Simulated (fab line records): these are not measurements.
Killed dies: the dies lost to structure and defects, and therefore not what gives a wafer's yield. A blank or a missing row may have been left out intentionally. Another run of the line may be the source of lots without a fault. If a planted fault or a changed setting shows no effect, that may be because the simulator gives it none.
Matching of chambers -- flow nand harc -- 4 sister chambers for NHARC_A_BONDPAD_STRIP_15 on rie diel-06
The step strips in O2. 4 wafers are shown with their chamber, then 8 later ones without.

## WAFERS PAIRED WITH THEIR CHAMBERS
wafer,chamber,drypump motor current A (A)
L612.1,3,6.6
L612.2,0,5.6
L612.4,2,5.7
L614.2,1,5.4

## WAFERS MISSING THEIR CHAMBER
wafer,drypump motor current A (A)
L614.3,5.7
L614.4,5.6
L616.1,6.6
L616.5,5.6
L616.6,5.3
L615.3,5.6
L615.5,6.6
L615.6,5.6

## THE CHAMBER EACH PASSED THROUGH
wafer,from the rows above,in truth
L614.3,2,2
L614.4,0,0
L616.1,3,3
L616.5,0,0
L616.6,1,1
L615.3,0,0
L615.5,3,3
L615.6,0,0
8 of 8 placed correctly. Can't be placed from these rows: 0. Number placed wrongly: 0.
How it was worked out, from the rows above alone: a wafer's distance from a chamber is the root of the sum, over the readings, of the square of ((its reading less the chamber's mean) divided by the reading's scatter). If the next closest chamber is less than 2 further off than the closest, the wafer can't be placed; otherwise it belongs to the closest. The mean given for a chamber averages the wafers shown for that chamber. The scatter (one wafer shown for each chamber): square how far every hidden wafer sits from the nearest shown wafer, average those squares and take the square root.
